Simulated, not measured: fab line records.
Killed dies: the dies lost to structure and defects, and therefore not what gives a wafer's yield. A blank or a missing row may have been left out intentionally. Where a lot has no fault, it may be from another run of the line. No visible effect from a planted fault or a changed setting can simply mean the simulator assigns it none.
fab line records	flow nand_harc
record: lots: 6	wafers: 18	last_day: 34
route steps=1302 shown P_CONTACT@228 END@1302
lots that met no fault: from a run of the same line without faults
start_h: the number of hours between the record's first day and the start of the first shown wafer of the lot	wait_h: hours from the lot's prior step to this one	" the same as in the row above	L1.1+2: several wafers, shown together as one row	- no value present, or no start provided	* or withheld: withheld	< > ~ a bound
route shown NAME@n: NAME is a module with steps in the file, n the number in the route of the first one	usual: average and standard deviation across the fault-free wafers	same: alike in all rows	chamber/n: place in a boat	sites: per-site readings	_std_site: their standard deviation	_edge_site: the outer-site mean with the inner-site mean subtracted	radius_mm: how far each site lies from the wafer's centre	mask NAME#n: copy n	behind: the tool/chamber that last shaped the wafer	hold: reason for holding the lot/hours on hold/outcome of the hold	device: names the non-switching transistor (n, p or np)	end of line: the tests these same wafers got at the end of their route	where a step has no rows: the recipe by itself	killed: at the first sort, the dies lost to defects and structure; wafer yield is something else	map: a wafer's dies, marking killed ones x, the rest . and places with no die _
set.NAME: the run value of the setting; set.NAME@STEP: its run value at that earlier step	model.NAME: the simulator's own value behind a step, which no gauge read
lots at selected steps of the route; one table per step, one row per wafer
services: from which hour (start_h, from the record's first day; less than 0 if before it) a tool's chamber was out of use, for how many hours, and why
== steps ==
step: NHARC_P_CONTACT_EBR_08
step: NHARC_P_CONTACT_EXPOSE_09
recipe: na: 1.35	target_cd_nm: 90	dose_mj: 81.26	mask_id: P_CA
step: NHARC_P_CONTACT_PEB_10
recipe: peb_temp_c: 100	peb_time_s: 65
step: NHARC_P_CONTACT_DEVELOP_11
recipe: develop_time_s: 35	dev_temp_c: 23
step: NHARC_P_CONTACT_CD_MEAS_12
recipe: target_cd_nm: 90	landing_energy_ev: 500
usual: cd_nm: 90.0/0.73
lot.wafer	tool	chamber	start_h	wait_h	cd_nm
L122.3	cd_sem-01	0	169.77	-	90.3
L122.4	"	0	"	"	89.9
L122.6	"	0	"	"	89.2
L124.3	cd_sem-02	0	185.92	-	91.0
L124.4	"	0	"	"	91.1
L124.6	"	0	"	"	91.6
L130.1	cd_sem-01	0	231.68	-	89.1
L130.2	"	0	"	"	89.5
L130.3	"	0	"	"	89.0
L133.1	cd_sem-02	0	262.33	-	90.5
L133.2	"	0	"	"	90.5
L133.4	"	0	"	"	90.6
L132.2	cd_sem-02	0	264.38	-	90.6
L132.4	"	0	"	"	90.6
L132.5	"	0	"	"	90.0
L140.1	cd_sem-03	0	341.97	-	89.5
L140.4	"	0	"	"	88.5
L140.6	"	0	"	"	89.1
step: NHARC_P_CONTACT_OVL_MEAS_13
usual: overlay_x_nm: 0.0/0.82	overlay_y_nm: 0.2/0.91
lot.wafer	tool	chamber	start_h	wait_h	overlay_x_nm	overlay_y_nm
L122.3	overlay-02	-	169.86	-	0.1	-0.2
L122.4	"	-	"	"	0.7	0.4
L122.6	"	-	"	"	0.2	-0.5
L124.3	overlay-02	-	186.00	-	0.0	0.6
L124.4	"	-	"	"	-0.2	0.7
L124.6	"	-	"	"	-0.3	0.3
L130.1	overlay-01	-	231.77	-	-0.7	0.5
L130.2	"	-	"	"	-0.1	0.6
L130.3	"	-	"	"	-0.6	0.0
L133.1	overlay-02	-	262.42	-	-0.5	-1.4
L133.2	"	-	"	"	-0.4	-0.7
L133.4	"	-	"	"	-0.4	-1.7
L132.2	overlay-02	-	264.47	-	-0.5	-1.1
L132.4	"	-	"	"	-1.0	-1.1
L132.5	"	-	"	"	-0.6	-1.4
L140.1	overlay-01	-	342.06	-	-0.8	1.6
L140.4	"	-	"	"	-0.4	1.6
L140.6	"	-	"	"	-1.0	1.4
step: NHARC_P_CONTACT_INSPECT_14
usual: raw_defect_count: 4.7/2.8
lot.wafer	tool	chamber	start_h	wait_h	raw_defect_count
L122.3	defect_inspect-02	-	169.89	0.0	10
L122.4	"	-	"	"	5
L122.6	"	-	"	"	6
L124.3	defect_inspect-01	-	186.04	0.0	4
L124.4	"	-	"	"	10
L124.6	"	-	"	"	2
L130.1	defect_inspect-02	-	231.81	0.0	5
L130.2	"	-	"	"	4
L130.3	"	-	"	"	2
L133.1	defect_inspect-01	-	262.46	0.0	5
L133.2	"	-	"	"	6
L133.4	"	-	"	"	4
L132.2	defect_inspect-02	-	264.50	0.0	0
L132.4	"	-	"	"	2
L132.5	"	-	"	"	4
L140.1	defect_inspect-01	-	342.10	0.0	4
L140.4	"	-	"	"	8
L140.6	"	-	"	"	6
step: NHARC_P_CONTACT_DESCUM_17
recipe: time_s: 3	o2_flow_sccm: 200	ar_flow_sccm: 0	bias_power_w: 0	chemistry: O2
usual: drypump_motor_current_A: 5.7/0.55	mfc_ar_sccm: 0.007/0.0098	oes_product_au: 0.997/0.011	rf_vpp_V: 57.8/0.88	showerhead_plenum_p_Torr: 1.93/0.083	throttle_valve_pct: 11.312/0.0084
same: bias_power_w: 0
lot.wafer	tool	chamber	start_h	wait_h	drypump_motor_current_A	mfc_ar_sccm	oes_product_au	rf_hours_counter_h	rf_vpp_V	showerhead_plenum_p_Torr	throttle_valve_pct
L122.4	rie_diel-02	0	169.95	0.1	5.1	0.008	1.002	7.7	57.3	1.82	11.316
L122.3	"	3	"	"	6.5	0	0.995	8.4	56.6	1.99	11.299
L122.6	"	0	"	"	5.1	0.008	0.993	-	56.1	1.82	11.316
L124.3	rie_diel-06	2	186.11	0.1	6.1	0	0.994	1.1	57.7	2.06	11.318
L124.4	"	0	"	"	5.6	0.010	0.986	1.2	56.4	1.80	11.306
L124.6	"	2	"	"	6.1	0	0.997	-	58.1	2.06	11.309
L130.2	rie_diel-02	3	231.87	0.1	6.5	0	1.013	0.2	57.9	1.99	11.301
L130.1	"	1	"	"	6.1	0.021	1.002	0.1	57.9	2.00	11.307
L130.3	"	2	"	"	4.9	0	0.993	0.2	57.0	1.90	11.322
L133.2	rie_diel-06	2	262.53	0.1	6.2	0	0.997	3.8	58.6	2.06	11.321
L133.1	"	3	"	"	6.5	0.005	0.997	3.9	55.8	1.96	11.307
L133.4	"	3	"	"	6.5	0.005	0.995	-	58.0	1.95	11.307
L132.2	rie_diel-06	3	264.58	0.1	6.5	0.005	0.989	4.3	57.7	1.95	11.327
L132.5	"	2	"	"	6.1	0	0.994	-	58.9	2.06	11.316
L132.4	"	3	"	"	6.5	0.005	1.002	-	57.3	1.95	11.316
L140.4	rie_diel-02	2	342.16	0.1	4.9	0	0.985	6.6	58.3	1.90	11.299
L140.1	"	3	"	"	6.5	0	1.025	6.4	58.4	1.99	11.305
L140.6	"	2	"	"	4.9	0	1.004	-	56.3	1.90	11.301
step: NHARC_P_CONTACT_ETCH_35
recipe: target_depth_a: 390	over_etch_frac: 0.3	time_s: 65	ion_energy_ev: 80	cf4_flow_sccm: 150	ar_flow_sccm: 0	rf_w: 300	bias_w: 100	chemistry: CF4
usual: drypump_motor_current_A: 5.7/0.53	mfc_ar_sccm: 0.008/0.01	oes_product_au: 0.997/0.0097	rf_vpp_V: 151.5/1.3	run_length_s: 86.3/0.39	showerhead_plenum_p_Torr: 1.78/0.074	throttle_valve_pct: 13.283/0.0092
lot.wafer	tool	chamber	start_h	wait_h	drypump_motor_current_A	mfc_ar_sccm	oes_product_au	rf_hours_counter_h	rf_vpp_V	run_length_s	showerhead_plenum_p_Torr	throttle_valve_pct
L122.4	rie_diel-02	0	170.04	0.1	5.1	0.008	0.989	7.7	150.2	86.3	1.69	13.314
L122.3	"	3	"	"	6.5	0	0.995	8.4	152.5	87.0	1.84	13.277
L122.6	"	0	"	"	5.1	0.008	1.007	-	150.6	85.9	1.69	13.285
L124.4	rie_diel-06	1	186.18	0.1	5.2	0	1.000	1.1	152.5	86.1	1.80	13.304
L124.3	"	3	"	"	6.4	0.005	0.992	1.3	151.0	86.2	1.81	13.287
L124.6	"	1	"	"	5.1	0	0.991	-	149.8	86.2	1.80	13.273
L130.2	rie_diel-02	1	231.96	0.1	6.0	0.021	1.006	0.1	153.2	86.1	1.84	13.288
L130.1	"	2	"	"	4.9	0	0.991	0.3	153.3	85.8	1.76	13.283
L130.3	"	3	"	"	6.5	0	1.013	0.3	152.0	86.7	1.84	13.287
L133.1	rie_diel-06	3	262.62	0.1	6.4	0.005	1.007	3.9	152.2	86.0	1.80	13.277
L133.2	"	0	"	"	5.6	0.010	0.991	3.5	150.5	86.1	1.67	13.284
L133.4	"	0	"	"	5.6	0.010	0.999	-	150.1	85.7	1.67	13.278
L132.2	rie_diel-06	2	264.66	0.1	6.1	0	0.994	4.3	154.3	86.6	1.89	13.294
L132.5	"	3	"	"	6.4	0.005	1.002	-	152.5	85.9	1.80	13.285
L132.4	"	0	"	"	5.6	0.010	0.996	-	149.4	85.6	1.67	13.278
L140.4	rie_diel-02	0	342.25	0.1	5.1	0.008	0.996	5.1	150.5	85.6	1.69	13.289
L140.1	"	1	"	"	6.0	0.021	0.994	6.6	153.8	86.0	1.84	13.293
L140.6	"	3	"	"	6.4	0	1.013	-	151.6	86.8	1.83	13.288
step: NHARC_P_CONTACT_ETCH_36
recipe: target_depth_a: 2600	over_etch_frac: 0.25	time_s: 406.25	ion_energy_ev: 200	n2_flow_sccm: 150	h2_flow_sccm: 150	ar_flow_sccm: 0	rf_w: 400	bias_w: 150	chemistry: N2/H2
usual: drypump_motor_current_A: 5.7/0.53	mfc_ar_sccm: 0.008/0.01	oes_product_au: 0.997/0.01	rf_vpp_V: 431.1/2.6	run_length_s: 427.6/0.42	showerhead_plenum_p_Torr: 2.06/0.094	throttle_valve_pct: 14.171/0.0094
lot.wafer	tool	chamber	start_h	wait_h	drypump_motor_current_A	mfc_ar_sccm	oes_product_au	rf_hours_counter_h	rf_vpp_V	run_length_s	showerhead_plenum_p_Torr	throttle_valve_pct
L122.3	rie_diel-02	0	-	-	5.1	0.008	0.993	7.8	427.8	427.0	1.94	14.183
L122.4	"	2	"	"	4.9	0	1.009	6.9	429.7	427.3	2.03	14.173
L122.6	"	3	"	"	6.5	0	0.990	-	434.4	428.0	2.13	14.169
L124.4	rie_diel-06	3	-	-	6.5	0.005	1.000	1.4	431.5	427.6	2.09	14.170
L124.3	"	1	"	"	5.2	0	0.985	1.2	432.2	427.1	2.07	14.187
L124.6	"	3	"	"	6.4	0.005	1.000	-	432.2	427.0	2.09	14.159
L130.2	rie_diel-02	2	-	-	4.9	0	0.994	0.3	429.5	427.4	2.02	14.185
L130.1	"	3	"	"	6.5	0	1.019	0.3	432.6	428.0	2.13	14.168
L130.3	"	0	"	"	5.1	0.008	1.003	0.3	428.0	427.1	1.94	14.178
L133.1	rie_diel-06	2	-	-	6.1	0	0.999	3.9	434.2	427.7	2.20	14.181
L133.2	"	0	"	"	5.6	0.010	0.996	3.5	425.8	426.9	1.92	14.171
L133.4	"	0	"	"	5.6	0.010	0.993	-	426.7	427.2	1.92	14.172
L132.2	rie_diel-06	0	-	-	5.6	0.010	0.999	4.0	426.6	427.3	1.92	14.181
L132.4	"	3	"	"	6.4	0.005	0.997	-	432.1	427.3	2.08	14.167
L132.5	"	2	"	"	6.1	0	0.990	-	434.2	428.1	2.20	14.169
L140.4	rie_diel-02	2	-	-	4.9	0	0.993	6.6	429.2	426.8	2.02	14.173
L140.1	"	3	"	"	6.4	0	1.011	6.5	434.3	428.5	2.12	14.167
L140.6	"	0	"	"	5.1	0.008	1.012	-	427.9	426.9	1.94	14.169
step: NHARC_P_CONTACT_ETCH_18
recipe: target_depth_a: 4810	time_s: 240.5	c4f8_flow_sccm: 20	o2_flow_sccm: 10	ar_flow_sccm: withheld	rf_w: 600	bias_w: 1500	chemistry: C4F8/O2/Ar
usual: oes_product_au: 0.958/0.02	rf_vpp_V: 980/5.8	run_length_s: 261.8/0.41
lot.wafer	tool	chamber	start_h	wait_h	oes_product_au	rf_hours_counter_h	rf_vpp_V	run_length_s
L122.4	rie_diel-02	2	-	-	0.989	6.9	977	261.4
L122.3	"	1	"	"	0.953	7.7	984	261.5
L122.6	"	3	"	"	0.959	-	984	262.2
L124.4	rie_diel-06	0	-	-	0.970	1.3	972	261.7
L124.3	"	2	"	"	0.951	1.4	989	262.1
L124.6	"	1	"	"	0.940	-	981	261.3
L130.2	rie_diel-02	1	-	-	0.991	0.3	985	261.4
L130.1	"	2	"	"	0.972	0.5	978	261.0
L130.3	"	3	"	"	0.973	0.5	983	262.8
L133.1	rie_diel-06	0	-	-	0.916	3.7	971	261.2
L133.2	"	2	"	"	0.927	4.1	989	262.2
L133.4	"	2	"	"	0.923	-	989	261.9
L132.2	rie_diel-06	0	-	-	0.945	4.2	971	261.1
L132.4	"	2	"	"	0.940	-	989	262.1
L132.5	"	3	"	"	0.955	-	980	261.7
L140.4	rie_diel-02	3	-	-	0.980	6.5	983	262.4
L140.1	"	0	"	"	0.981	5.4	971	261.4
L140.6	"	1	"	"	0.980	-	983	261.5
step: NHARC_P_CONTACT_STRIP_37
recipe: c4f8_flow_sccm: withheld	o2_flow_sccm: 8	ar_flow_sccm: withheld	bias_w: 0	chemistry: C4F8/O2/Ar
step: NHARC_P_CONTACT_ETCH_31
recipe: target_depth_a: 300	time_s: 85.7	ion_energy_ev: 120	over_etch_frac: 1	ch3f_flow_sccm: 50	o2_flow_sccm: 30	ar_flow_sccm: 200	rf_w: 500	bias_w: 100	chemistry: CH3F/O2
usual: drypump_motor_current_A: 5.7/0.55	mfc_ar_sccm: 200.0/0.68	oes_product_au: 0.975/0.013	rf_vpp_V: 244.8/1.6	run_length_s: 107.0/0.43	showerhead_plenum_p_Torr: 2.48/0.1	throttle_valve_pct: 20.663/0.0094
lot.wafer	tool	chamber	start_h	wait_h	drypump_motor_current_A	mfc_ar_sccm	oes_product_au	rf_hours_counter_h	rf_vpp_V	run_length_s	showerhead_plenum_p_Torr	throttle_valve_pct
L122.4	rie_diel-02	0	170.71	-	5.1	199.8	0.976	8.0	243.5	106.8	2.34	20.668
L122.3	"	1	"	"	6.1	199.5	0.977	7.7	245.1	106.7	2.57	20.668
L122.6	"	3	"	"	6.5	199.3	0.980	-	246.5	107.7	2.56	20.667
L124.4	rie_diel-06	3	186.84	-	6.5	199.8	0.990	1.6	244.9	106.4	2.51	20.663
L124.3	"	1	"	"	5.2	199.2	0.978	1.4	244.6	106.4	2.50	20.663
L124.6	"	0	"	"	5.6	201.3	0.975	-	244.1	106.6	2.32	20.671
L130.1	rie_diel-02	2	232.61	-	4.9	199.2	0.996	0.6	244.1	106.6	2.44	20.659
L130.2	"	3	"	"	6.4	199.9	0.994	0.6	246.6	107.5	2.56	20.672
L130.3	"	1	"	"	6.1	199.0	0.987	0.4	246.8	106.9	2.57	20.660
L133.2	rie_diel-06	0	263.39	-	5.6	200.8	0.948	3.8	240.1	64.8	2.32	20.668
L133.1	"	2	"	"	6.1	199.9	0.960	4.2	247.2	107.6	2.64	20.664
L133.4	"	2	"	"	6.1	199.3	0.961	-	246.3	107.2	2.64	20.660
L132.2	rie_diel-06	0	265.44	-	5.6	198.9	0.971	4.3	242.4	64.7	2.32	20.669
L132.4	"	0	"	"	5.6	198.9	0.969	-	241.3	64.7	2.32	20.678
L132.5	"	2	"	"	6.1	200.6	0.972	-	247.2	107.5	2.64	20.664
L140.1	rie_diel-02	3	342.91	-	6.4	199.1	0.992	6.6	246.2	107.5	2.55	20.640
L140.4	"	0	"	"	5.1	200.7	0.992	5.4	242.2	106.9	2.34	20.661
L140.6	"	3	"	"	6.4	200.8	0.991	-	245.3	108.2	2.55	20.651
step: NHARC_P_CONTACT_CD_MEAS_19
usual: cd_nm: 89.4/1.7
lot.wafer	tool	chamber	start_h	wait_h	cd_nm
L122.3	cd_sem-03	-	170.83	-	87.9
L122.4	"	-	"	"	88.1
L122.6	"	-	"	"	89.3
L124.3	cd_sem-01	-	186.98	-	89.0
L124.4	"	-	"	"	88.5
L124.6	"	-	"	"	89.0
L130.1	cd_sem-02	-	232.74	-	90.5
L130.2	"	-	"	"	90.1
L130.3	"	-	"	"	88.6
L133.1	cd_sem-02	-	263.53	-	91.9
L133.2	"	-	"	"	90.6
L133.4	"	-	"	"	92.1
L132.2	cd_sem-02	-	265.58	-	91.6
L132.4	"	-	"	"	88.5
L132.5	"	-	"	"	90.4
L140.1	cd_sem-03	-	343.04	-	87.7
L140.4	"	-	"	"	86.8
L140.6	"	-	"	"	85.5
step: NHARC_END_SORT_01
recipe: temp_c: 25
usual: killed_at_array: 53/18	killed_at_other: 0.8/1.1	killed_at_periphery: 4.1/2.7	killed_dies: 58/18	killed_open: 3.1/1.7	killed_short: 2.7/1.7
same: gross_dies: 677
lot.wafer	tool	chamber	start_h	wait_h	killed_at_array	killed_at_other	killed_at_periphery	killed_dies	killed_open	killed_short
L130.1	prober-01	0	667.63	2.5	54	1	3	58	1	4
L130.2	prober-01	0	668.43	2.8	50	1	7	58	1	4
L130.3	prober-01	0	669.23	3.1	64	0	5	69	5	1
L132.2	prober-02	0	699.19	3.1	34	0	1	35	2	1
L132.4	prober-02	0	700.79	3.7	40	1	2	43	4	2
L132.5	prober-02	0	701.59	4.0	43	0	1	44	3	4
L140.1	prober-01	0	804.95	2.5	49	0	5	54	7	1
L140.4	prober-01	0	807.35	3.4	27	0	7	34	3	3
L140.6	prober-01	0	808.95	4.0	41	0	3	44	2	2
killed by level:class
L130.1 A_SLIT:chamber_film_flake=21 A_CHANNEL_HOLE_D2:chamber_film_flake=14 A_CONTACT:chamber_film_flake=10 A_CHANNEL_HOLE_D1:chamber_film_flake=2 A_ONON_D1:geometric_particle:open=1 A_ONON_D1:geometric_particle:short=1 A_ONON_D2:geometric_particle:short=1 A_SGD_CUT:geometric_particle:short=1
L130.2 A_SLIT:chamber_film_flake=19 A_STAIRCASE:chamber_film_flake=8 A_CHANNEL_HOLE_D2:chamber_film_flake=6 P_CONTACT:chamber_film_flake=4 A_CONTACT:chamber_film_flake=4 A_WL_FILL:chamber_film_flake=4 A_CHANNEL_HOLE_D1:chamber_film_flake=3 P_ZERO_WELL:chamber_film_flake=3
L130.3 A_SLIT:chamber_film_flake=36 A_CHANNEL_HOLE_D2:chamber_film_flake=9 A_CHANNEL_HOLE_D1:chamber_film_flake=5 A_CONTACT:chamber_film_flake=4 A_STAIRCASE:chamber_film_flake=4 A_WL_FILL:chamber_film_flake=3 A_SOURCE_PLATE:geometric_particle:open=2 P_CONTACT:chamber_film_flake=2
L132.2 A_CHANNEL_HOLE_D2:chamber_film_flake=18 A_CHANNEL_HOLE_D1:chamber_film_flake=6 A_SLIT:chamber_film_flake=3 A_CHANNEL_FILL_D1:chamber_film_flake=2 A_WL_FILL:chamber_film_flake=2 P_GATE:geometric_particle:open=1 A_ONON_D2:geometric_particle:open=1 A_SLIT:geometric_particle:short=1
L132.4 A_CHANNEL_HOLE_D2:chamber_film_flake=15 A_CHANNEL_HOLE_D1:chamber_film_flake=9 A_WL_FILL:chamber_film_flake=4 A_DECK1_JOINT:chamber_film_flake=3 A_CHANNEL_FILL_D1:chamber_film_flake=2 A_CONTACT:chamber_film_flake=2 P_CONTACT:geometric_particle:short=1 P_M0:geometric_particle:short=1
L132.5 A_CHANNEL_HOLE_D1:chamber_film_flake=14 A_CHANNEL_HOLE_D2:chamber_film_flake=13 A_WL_FILL:chamber_film_flake=4 A_SLIT:chamber_film_flake=2 P_GATE:geometric_particle:short=1 A_CHANNEL_FILL_D1:geometric_particle:open=1 A_DECK1_JOINT:geometric_particle:short=1 A_ONON_D2:geometric_particle:short=1
L140.1 A_CHANNEL_HOLE_D1:chamber_film_flake=17 A_SLIT:chamber_film_flake=8 A_STAIRCASE:chamber_film_flake=7 A_CONTACT:chamber_film_flake=6 P_GATE:chamber_film_flake=4 A_CHANNEL_HOLE_D2:chamber_film_flake=3 P_GATE:geometric_particle:open=1 A_SOURCE_PLATE:geometric_particle:open=1
L140.4 A_CHANNEL_HOLE_D1:chamber_film_flake=9 P_GATE:chamber_film_flake=5 A_SLIT:chamber_film_flake=5 A_CONTACT:chamber_film_flake=3 A_CHANNEL_FILL_D2:geometric_particle:short=2 A_CHANNEL_HOLE_D2:chamber_film_flake=2 P_M0:geometric_particle:open=1 A_ONON_D1:geometric_particle:short=1
L140.6 A_CHANNEL_HOLE_D1:chamber_film_flake=15 A_SLIT:chamber_film_flake=11 A_CONTACT:chamber_film_flake=5 A_CHANNEL_HOLE_D2:chamber_film_flake=4 A_STAIRCASE:chamber_film_flake=3 P_CONTACT:geometric_particle:open=2 P_CONTACT:geometric_particle:short=1 A_SGD_CUT:geometric_particle:short=1
== services ==
tool	chamber	start_h	hours	kind
rie_diel-02	0	146.70	-	clean
rie_diel-02	1	146.70	-	clean
rie_diel-02	2	146.70	-	clean
rie_diel-02	3	146.70	-	clean
rie_diel-06	0	163.78	-	clean
rie_diel-06	1	163.78	-	clean
rie_diel-06	2	163.78	-	clean
rie_diel-06	3	163.78	-	clean
rie_diel-02	0	171.24	-	clean
rie_diel-02	1	171.24	-	clean
rie_diel-02	2	171.24	-	clean
rie_diel-02	3	171.24	-	clean
rie_diel-06	0	188.28	-	clean
rie_diel-06	1	188.28	-	clean
rie_diel-06	2	188.28	-	clean
rie_diel-06	3	188.28	-	clean
rie_diel-06	0	188.73	4.0	repair
rie_diel-02	0	195.74	-	clean
rie_diel-02	-	216.70	9.0	pm
rie_diel-06	0	250.88	7.1	repair
rie_diel-06	1	252.90	32.3	repair
rie_diel-02	0	271.24	21.4	repair
rie_diel-06	3	303.54	1.3	repair
rie_diel-06	-	307.28	9.0	pm
== key ==
first_sign: step: NHARC_P_CONTACT_ETCH_31	reading: run_length_s	direction: down	sigmas: 98	usual: *	struck: *
effect none on later readings
met_at NHARC_P_CONTACT_ETCH_31
struck_wafers L132.2,L132.4,L133.2
tester_left_out L132,L133
onset_between 186.84 263.39
fault: kind: process_parameter_drift	tool: rie_diel-06	chamber: 0	onset_h: 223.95	steps: NHARC_P_CONTACT_ETCH_31	channel: time_s	offset: *	shape: step	end_h: 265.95	acts_in: *	stated: *
tester_left_out: of these lots the tester's yield and bins aren't shown, on N5 and GAA mostly nor the transistor test; their killed dies are dies lost to structure and defects alone, not to doping, threshold or leakage, so they don't give the yield
